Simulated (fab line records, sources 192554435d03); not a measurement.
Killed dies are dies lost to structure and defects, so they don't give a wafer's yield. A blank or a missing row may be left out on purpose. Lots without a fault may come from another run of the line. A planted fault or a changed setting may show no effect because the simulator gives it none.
fab line records | flow n5_finfet
record lots=11 wafers=31 last_day=17
route steps=1938 shown BEOL_M4@1082 PASSIVATION@1936
lots that met no fault: from a run of the same line without faults
start_h: hours from the record's first day to the start of the lot's first wafer shown | wait_h: hours since the lot's step before | " the same as in the row above | L1.1+2: a row that stands for several wafers | - no value, or no start given | * or withheld: withheld | < > ~ a bound
route shown NAME@n: a module of which the file shows steps, and the number in the route of the first | usual: mean/standard deviation of fault-free wafers | same: alike in all rows | chamber/n: place in a boat | sites: the reading at each site | _std_site: their standard deviation | _edge_site: outer sites' mean less inner sites' | radius_mm: how far each site lies from the wafer's centre | mask NAME#n: copy n | behind: the tool/chamber that last shaped the wafer | hold: why the lot was held/for how many hours/how that ended | device: the transistor (n, p or np) that didn't switch | end of line: the same wafers' tests at the end of the route | a step without rows: its recipe alone | killed: dies lost to structure and defects at the first sort, not the wafer's yield | map: a wafer's dies, x killed, . not, _ none there
set.NAME: the setting as run; set.NAME@STEP: as run at that earlier step | model.NAME: the simulator's own value behind a step, which no gauge read
steps of the route over a sample of lots; a table a step, a row a wafer
## steps
# step N5_BEOL_M4_SURFACE_TREAT_85
# recipe gas=Ar time_s=* ion_energy_ev=* ion_current_ma_cm2=0.5 pressure_mtorr=* ar_flow_sccm=30
# usual throttle_valve_pct=*
# columns lot.wafer tool chamber start_h wait_h throttle_valve_pct
L295.3 pvd_sputter-03 - 172.93 1.6 *
L295.5 " - " " *
L295.6 " - " " *
L298.2 pvd_sputter-01 - 191.74 0.3 *
L298.3 " - " " *
L298.6 " - " " *
L299.3 pvd_sputter-02 - 200.20 0.2 *
L299.4 " - " " *
L299.6 " - " " *
L301.2 pvd_sputter-03 - 210.86 0.1 *
L301.3 " - " " *
L304.1 pvd_sputter-01 - 236.06 0.1 *
L304.5 " - " " *
L306.1 pvd_sputter-03 - 249.06 0.2 *
L306.2 " - " " *
L306.4 " - " " *
L308.1 pvd_sputter-01 - 260.45 0.1 *
L308.4 " - " " *
L308.6 " - " " *
L312.2 pvd_sputter-03 - 281.17 0.3 *
L312.3 " - " " *
L312.5 " - " " *
L311.2 pvd_sputter-03 - 281.21 0.2 *
L311.4 " - " " *
L311.6 " - " " *
L313.1 pvd_sputter-01 - 284.32 0.1 *
L313.5 " - " " *
L313.6 " - " " *
L316.3 pvd_sputter-03 - 303.43 0.2 *
L316.5 " - " " *
L316.6 " - " " *
# step N5_BEOL_M4_SPUTTER_88
# recipe material=Cu target_thk_a=45 temp_c=-20 chamber_pressure_pa=0.07 power_w=withheld time_s=8.29
# usual chamber_pressure_pa=0.07/0.00014 chuck_gas_flow_sccm=1.27/0.049 throttle_valve_pct=29.9/0.98
# columns lot.wafer tool chamber start_h wait_h chamber_pressure_pa chuck_gas_flow_sccm throttle_valve_pct
L295.3 pvd_sputter-03 - 174.19 0.1 0.06987 1.19 30.1
L295.5 " - " " 0.06992 1.30 30.6
L295.6 " - " " 0.06992 1.33 30.1
L298.2 pvd_sputter-03 - 192.92 0.1 0.06991 1.33 28.9
L298.3 " - " " 0.07005 1.27 30.3
L298.6 " - " " 0.06987 1.24 30.3
L299.3 pvd_sputter-03 - 201.48 0.1 0.07002 1.16 30.2
L299.4 " - " " 0.06986 1.26 28.6
L299.6 " - " " 0.07004 1.26 29.0
L301.2 pvd_sputter-03 - 212.04 0.1 0.06988 1.29 30.0
L301.3 " - " " 0.0699 1.18 29.9
L304.1 pvd_sputter-03 - 237.79 0.1 0.07003 1.27 30.2
L304.5 " - " " 0.06995 1.26 30.1
L306.1 pvd_sputter-03 - 250.36 0.1 0.07025 1.24 29.5
L306.2 " - " " 0.07008 1.33 30.2
L306.4 " - " " 0.06982 1.27 28.7
L308.1 pvd_sputter-02 - 261.67 0.1 0.06986 1.27 29.5
L308.4 " - " " 0.07008 1.28 30.9
L308.6 " - " " 0.07014 1.26 29.4
L311.2 pvd_sputter-03 - 282.41 0.1 0.07007 1.39 29.7
L311.4 " - " " 0.07011 1.27 30.0
L311.6 " - " " 0.07018 1.20 29.5
L312.2 pvd_sputter-02 - 282.53 0.1 0.06986 1.26 29.5
L312.3 " - " " 0.0699 1.26 27.7
L312.5 " - " " 0.06993 1.30 29.8
L313.1 pvd_sputter-02 - 285.51 0.1 0.06993 1.24 30.9
L313.5 " - " " 0.07006 1.30 31.0
L313.6 " - " " 0.07001 1.27 29.5
L316.3 pvd_sputter-02 - 304.61 0.1 0.07003 1.27 29.6
L316.5 " - " " 0.07003 1.28 29.6
L316.6 " - " " 0.07005 1.18 27.8
# step N5_BEOL_M4_ANNEAL_89
# recipe temp_c=400 time_s=240 ambient=vacuum
# usual heater_power_w=807/55
# columns lot.wafer tool chamber start_h wait_h heater_power_w
L295.3 pvd_sputter-03 - 174.27 0.0 715
L295.5 " - " " 730
L295.6 " - " " 795
L298.2 pvd_sputter-03 - 193.00 0.0 765
L298.3 " - " " 730
L298.6 " - " " 714
L299.3 pvd_sputter-03 - 201.56 0.0 710
L299.4 " - " " 760
L299.6 " - " " 756
L301.2 pvd_sputter-03 - 212.12 0.0 714
L301.3 " - " " 782
L304.1 pvd_sputter-03 - 237.87 0.0 715
L304.5 " - " " 731
L306.1 pvd_sputter-03 - 250.44 0.0 789
L306.2 " - " " 767
L306.4 " - " " 773
L308.1 pvd_sputter-02 - 261.75 0.0 868
L308.4 " - " " 756
L308.6 " - " " 870
L311.2 pvd_sputter-03 - 282.49 0.0 812
L311.4 " - " " 736
L311.6 " - " " 818
L312.2 pvd_sputter-02 - 282.61 0.0 775
L312.3 " - " " 923
L312.5 " - " " 784
L313.1 pvd_sputter-02 - 285.59 0.0 760
L313.5 " - " " 760
L313.6 " - " " 884
L316.3 pvd_sputter-02 - 304.69 0.0 744
L316.5 " - " " 773
L316.6 " - " " 935
# step N5_BEOL_M4_SPUTTER_94
# recipe material=Cu target_thk_a=45 temp_c=-20 chamber_pressure_pa=0.07 power_w=withheld time_s=8.29
# usual chamber_pressure_pa=0.07/0.00014 chuck_gas_flow_sccm=1.27/0.059 throttle_valve_pct=29.9/0.96
# columns lot.wafer tool chamber start_h wait_h chamber_pressure_pa chuck_gas_flow_sccm throttle_valve_pct
L295.3 pvd_sputter-03 - 174.85 0.1 0.06977 1.26 30.0
L295.5 " - " " 0.07004 1.18 30.0
L295.6 " - " " 0.06969 1.35 29.9
L298.2 pvd_sputter-03 - 193.58 0.1 0.06973 1.34 28.9
L298.3 " - " " 0.07006 1.25 30.2
L298.6 " - " " 0.06995 1.29 30.1
L299.3 pvd_sputter-03 - 202.14 0.1 0.07022 1.26 30.2
L299.4 " - " " 0.07 1.27 28.7
L299.6 " - " " 0.07002 1.30 28.5
L301.2 pvd_sputter-03 - 212.70 0.1 0.06999 1.21 30.2
L301.3 " - " " 0.06989 1.31 30.2
L304.1 pvd_sputter-03 - 238.45 0.1 0.07007 1.26 29.9
L304.5 " - " " 0.06993 1.28 30.2
L306.1 pvd_sputter-03 - 251.02 0.1 0.06989 1.27 29.8
L306.2 " - " " 0.06999 1.37 30.0
L306.4 " - " " 0.07011 1.33 28.5
L308.1 pvd_sputter-02 - 262.33 0.1 0.06986 1.20 29.6
L308.4 " - " " 0.07007 1.34 30.9
L308.6 " - " " 0.0698 1.34 29.6
L311.2 pvd_sputter-03 - 283.07 0.1 - - -
L311.4 " - " " - - -
L311.6 " - " " - - -
L312.2 pvd_sputter-02 - 283.19 0.1 - - -
L312.3 " - " " - - -
L312.5 " - " " - - -
L313.1 pvd_sputter-02 - 286.17 0.1 - - -
L313.5 " - " " - - -
L313.6 " - " " - - -
L316.3 pvd_sputter-02 - 305.27 0.1 0.06994 1.32 29.8
L316.5 " - " " 0.07017 1.20 29.6
L316.6 " - " " 0.07 1.25 27.8
# step N5_BEOL_M4_RC_MEAS_101
# usual DIBL_N=36.1/2 DIBL_P=36.3/2.4 IOFF_N=0.15/0.035 IOFF_P=0.21/0.039 ION_N=672/15 ION_P=463/9.7 SS_N=71.5/0.7 SS_P=73.2/0.75 VT_N=251/3.6 VT_P=-250/3.8
# columns lot.wafer tool chamber start_h wait_h DIBL_N[mV/V] DIBL_P[mV/V] IOFF_N[nA/um] IOFF_P[nA/um] ION_N[uA/um] ION_P[uA/um] SS_N[mV/dec] SS_P[mV/dec] VT_N[mV] VT_P[mV]
L295.3 prober-01 0 176.51 0.3 32.3 33.3 0.11 0.18 672 481 71.6 72.3 254 -248
L295.5 " 0 " " 37.0 38.7 0.19 0.27 694 481 71.2 73.3 247 -245
L295.6 " 0 " " 35.8 37.5 0.16 0.25 688 484 71.5 73.6 249 -247
L298.2 prober-02 0 195.51 0.2 37.0 38.5 0.18 0.27 695 480 71.8 74.5 247 -246
L298.3 " 0 " " 34.6 35.6 0.13 0.20 671 468 71.5 73.2 254 -248
L298.6 " 0 " " 35.8 36.7 0.16 0.23 691 478 70.7 74.0 248 -247
L299.3 prober-02 0 206.71 0.3 39.7 39.7 0.20 0.22 671 456 72.8 74.2 247 -252
L299.4 " 0 " " 37.9 38.4 0.16 0.20 676 462 72.7 73.3 250 -257
L299.6 " 0 " " 37.7 38.9 0.17 0.20 669 453 72.5 73.7 249 -253
L301.2 prober-02 0 214.70 0.3 35.3 35.3 0.12 0.18 657 461 71.7 73.2 255 -255
L301.3 " 0 " " 35.2 34.5 0.12 0.16 653 458 71.4 73.0 254 -257
L304.1 prober-02 0 239.84 0.0 37.0 37.7 0.18 0.24 682 470 72.2 73.9 246 -246
L304.5 " 0 " " 38.6 39.9 0.22 0.30 697 473 72.5 74.0 246 -245
L306.1 prober-01 0 252.42 0.0 36.8 38.0 0.18 0.25 691 474 71.4 74.8 247 -247
L306.2 " 0 " " 37.1 37.9 0.18 0.26 684 473 71.4 73.8 249 -247
L306.4 " 0 " " 34.5 34.3 0.13 0.20 663 459 70.8 73.7 249 -251
L308.1 prober-01 0 263.92 0.0 35.3 35.0 0.14 0.22 673 471 71.3 72.7 249 -248
L308.4 " 0 " " 39.3 39.7 0.23 0.30 675 467 72.1 73.5 247 -242
L308.6 " 0 " " 34.5 34.1 0.14 0.21 684 477 70.8 72.3 248 -248
L311.2 prober-02 0 284.55 0.2 40.0 41.2 0.21 0.27 683 461 72.2 74.7 249 -249
L311.4 " 0 " " 36.1 36.9 0.13 0.21 654 453 70.9 73.5 253 -251
L311.6 " 0 " " 42.3 42.9 0.26 0.31 692 468 73.1 75.0 243 -245
L312.2 prober-01 0 284.75 0.2 36.2 37.2 0.15 0.19 660 455 71.9 73.4 251 -253
L312.3 " 0 " " 37.4 38.7 0.18 0.21 691 469 71.7 73.3 248 -250
L312.5 " 0 " " 32.4 32.2 0.09 0.13 637 442 70.2 72.4 259 -258
L313.1 prober-02 0 287.61 0.0 36.1 38.5 0.17 0.24 673 474 71.7 74.1 250 -250
L313.5 " 0 " " 34.5 35.5 0.14 0.20 666 462 72.0 73.4 250 -251
L313.6 " 0 " " 33.7 33.6 0.12 0.17 662 456 71.0 72.7 252 -255
L316.3 prober-02 0 306.90 0.3 37.6 36.7 0.17 0.24 673 467 71.1 74.5 249 -247
L316.5 " 0 " " 35.1 33.4 0.13 0.19 661 461 70.7 72.1 252 -249
L316.6 " 0 " " 38.3 38.3 0.19 0.27 701 481 71.2 73.5 247 -243
# step N5_PASSIVATION_PROBE_49
# usual defect_limited_yield=91.1/1.6 killed_at_M0_to_M3=35/11 killed_at_M4_up=13/5.4 killed_at_contacts=13/6.5 killed_at_front_end=40/14 killed_at_other=4/3.1 killed_dies=105/18 killed_on_rim=14/4.1 killed_open=69/14 killed_short=34/7.3 sort_bin_5_function=5.2/0.96 sort_bin_6_memory=3.4/0.77 sort_bin_8_speed=0.02/0.13 sort_n_pass=1075/19
# same gross_dies=1180 killed_at_back_side=0 sort_bin_4_leakage[%]=0
# columns lot.wafer tool chamber start_h wait_h defect_limited_yield[%] killed_at_M0_to_M3 killed_at_M4_up killed_at_contacts killed_at_front_end killed_at_other killed_dies killed_on_rim killed_open killed_short sort_bin_5_function[%] sort_bin_6_memory[%] sort_bin_8_speed[%] sort_n_pass
L304.1 prober-01 - 349.13 0.0 87.5 25 13 17 91 2 148 19 100 44 7.0 4.8 0 1032
L304.5 prober-01 - 349.33 0.2 91.6 39 5 7 42 6 99 10 70 27 5.0 3.1 0 1081
L306.1 prober-02 - 367.88 0.0 91.1 44 15 9 29 8 105 14 75 26 5.3 3.2 0 1075
L306.2 prober-02 - 367.93 0.1 87.9 46 20 11 61 5 143 15 99 38 6.7 5.0 0 1037
L306.4 prober-02 - 368.03 0.2 91.9 45 13 3 30 5 96 15 63 32 5.2 2.7 0 1084
L311.2 prober-02 - 387.46 0.1 85.7 45 13 14 91 6 169 24 113 50 9.1 5.1 0 1011
L311.4 prober-02 - 387.56 0.2 89.1 44 10 8 57 10 129 17 75 34 6.1 3.4 0 1051
L311.6 prober-02 - 387.66 0.3 87.1 40 19 11 77 5 152 22 106 32 7.7 4.3 0 1028
L313.1 prober-01 - 398.01 0.0 93.6 16 12 16 22 10 76 18 48 20 3.6 2.8 0 1104
L313.5 prober-01 - 398.21 0.2 89.4 51 16 9 46 3 125 18 89 30 6.9 3.5 0 1055
L313.6 prober-01 - 398.26 0.3 90.7 22 17 36 33 2 110 17 71 29 5.0 3.7 0 1070
L312.2 prober-02 - 398.51 0.1 90.6 45 19 13 32 2 111 11 75 30 5.8 3.2 0 1069
L312.3 prober-02 - 398.56 0.1 90.7 52 18 11 28 1 110 16 76 30 4.9 3.9 0 1070
L312.5 prober-02 - 398.66 0.2 89.5 48 23 10 41 2 124 12 61 39 6.0 4.0 0.42 1051
# killed by level:class
L304.1 FIN_SAQP:geometric_particle:open=28 STI_FIN_REVEAL:geometric_particle:open=19 FIN_SAQP:geometric_particle:short=11 DUMMY_GATE:geometric_particle:open=11 MOL_CONTACT_COAG:geometric_particle:open=11 BEOL_M0_SAQP:geometric_particle:open=7 MOL_CONTACT_COAG:geometric_particle:short=6 BEOL_M0_SAQP:geometric_particle:short=6
L304.5 STI_FIN_REVEAL:geometric_particle:open=10 BEOL_M0_SAQP:geometric_particle:open=9 FIN_SAQP:geometric_particle:open=8 BEOL_M3:geometric_particle:open=8 FIN_SAQP:geometric_particle:short=6 MOL_CONTACT_COAG:geometric_particle:open=6 DUMMY_GATE:geometric_particle:open=5 BEOL_M0_SAQP:geometric_particle:short=5
L306.1 BEOL_M1:geometric_particle:open=14 BEOL_M0_SAQP:geometric_particle:open=11 BEOL_M2:geometric_particle:open=8 MOL_CONTACT_COAG:geometric_particle:open=7 BEOL_M4:geometric_particle:open=7 STI_FIN_REVEAL:geometric_particle:open=5 BEOL_M0_SAQP:geometric_particle:short=5 DUMMY_GATE:geometric_particle:open=4
L306.2 FIN_SAQP:geometric_particle:open=21 BEOL_M2:geometric_particle:open=14 FIN_SAQP:geometric_particle:short=9 MOL_CONTACT_COAG:geometric_particle:open=9 STI_FIN_REVEAL:geometric_particle:open=8 DUMMY_GATE:geometric_particle:open=8 BEOL_M0_SAQP:geometric_particle:open=8 BEOL_M0_SAQP:geometric_particle:short=7
L306.4 BEOL_M0_SAQP:geometric_particle:open=12 BEOL_M1:geometric_particle:open=11 BEOL_M0_SAQP:geometric_particle:short=8 STI_FIN_REVEAL:geometric_particle:open=7 FIN_SAQP:geometric_particle:open=6 GATE_CUT:geometric_particle:short=6 BEOL_M2:geometric_particle:open=6 BEOL_M4:geometric_particle:open=6
L311.2 FIN_SAQP:geometric_particle:open=23 STI_FIN_REVEAL:geometric_particle:open=23 BEOL_M3:geometric_particle:open=18 FIN_SAQP:geometric_particle:short=15 MOL_CONTACT_COAG:geometric_particle:open=11 BEOL_M2:geometric_particle:open=11 STI_FIN_REVEAL:geometric_particle:short=7 GATE_CUT:geometric_particle:short=6
L311.4 STI_FIN_REVEAL:geometric_particle:open=16 BEOL_M0_SAQP:geometric_particle:open=11 HKMG_FIN:area_etch=11 BEOL_M2:geometric_particle:open=7 FIN_SAQP:geometric_particle:open=7 BEOL_M1:geometric_particle:open=7 BEOL_M3:geometric_particle:open=6 FIN_CUT:area_etch=6
L311.6 FIN_SAQP:geometric_particle:open=26 STI_FIN_REVEAL:geometric_particle:open=15 BEOL_M2:geometric_particle:open=14 BEOL_M4:geometric_particle:open=10 MOL_CONTACT_COAG:geometric_particle:open=9 FIN_SAQP:geometric_particle:short=8 BEOL_M1:geometric_particle:open=8 BEOL_M3:geometric_particle:open=8
L313.1 MOL_CONTACT_COAG:geometric_particle:open=15 BEOL_M3:geometric_particle:open=6 PASS1_CAP:geometric_particle:open=6 BEOL_M4:interface_void_opened=6 STARTING-WAFER:geometric_particle:open=5 FIN_SAQP:geometric_particle:short=3 DUMMY_GATE:geometric_particle:open=3 BEOL_M0_SAQP:geometric_particle:short=3
L313.5 FIN_SAQP:geometric_particle:open=16 BEOL_M3:geometric_particle:open=16 BEOL_M2:geometric_particle:open=11 FIN_SAQP:geometric_particle:short=9 BEOL_M0_SAQP:geometric_particle:open=9 MOL_CONTACT_COAG:geometric_particle:open=8 BEOL_M0_SAQP:geometric_particle:short=5 ILD0:geometric_particle:short=4
L313.6 MOL_CONTACT_COAG:geometric_particle:open=29 STI_FIN_REVEAL:geometric_particle:open=7 MOL_CONTACT_COAG:geometric_particle:short=7 BEOL_M2:geometric_particle:open=7 BEOL_M4:interface_void_opened=7 FIN_SAQP:geometric_particle:short=5 BEOL_M0_SAQP:geometric_particle:short=4 BEOL_M0_SAQP:geometric_particle:open=4
L312.2 MOL_CONTACT_COAG:geometric_particle:open=10 BEOL_M0_SAQP:geometric_particle:short=10 BEOL_M3:geometric_particle:open=9 BEOL_M0_SAQP:geometric_particle:open=8 BEOL_M2:geometric_particle:open=8 STI_FIN_REVEAL:geometric_particle:open=7 FIN_SAQP:geometric_particle:open=6 BEOL_M1:geometric_particle:open=6
L312.3 BEOL_M0_SAQP:geometric_particle:open=16 BEOL_M0_SAQP:geometric_particle:short=13 MOL_CONTACT_COAG:geometric_particle:open=11 BEOL_M3:geometric_particle:open=8 BEOL_M4:geometric_particle:open=8 FIN_SAQP:geometric_particle:open=7 BEOL_M1:geometric_particle:open=6 FIN_SAQP:geometric_particle:short=5
L312.5 BEOL_M0_SAQP:geometric_particle:short=12 BEOL_M4:interface_void_opened=12 FIN_CUT:area_etch=11 FIN_SAQP:geometric_particle:open=9 BEOL_M0_SAQP:geometric_particle:open=9 BEOL_M3:geometric_particle:open=9 BEOL_M2:geometric_particle:open=8 FIN_SAQP:geometric_particle:short=6
## key
first_sign step=N5_BEOL_M4_SPUTTER_94 reading=tool_record direction=missing
effect none on later readings
met_at N5_BEOL_M4_SPUTTER_94
struck_lots L311,L312,L313
baseline_loss step=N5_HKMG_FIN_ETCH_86 wafers=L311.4
baseline_loss step=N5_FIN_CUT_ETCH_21 wafers=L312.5
not_acting_at N5_BEOL_M4_SURFACE_TREAT_85,N5_BEOL_M4_SPUTTER_88,N5_BEOL_M4_ANNEAL_89
onset_between 262.33 283.07
fault kind=skipped_step_whole tool=pvd_sputter-02,pvd_sputter-03 chamber=- onset_h=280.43 steps=N5_BEOL_M4_SPUTTER_94 scope=struck_lots_only
# baseline_loss: these wafers lose ten dies or more at that step, a loss of the line's own and not of a fault; the sort's usual values leave them out
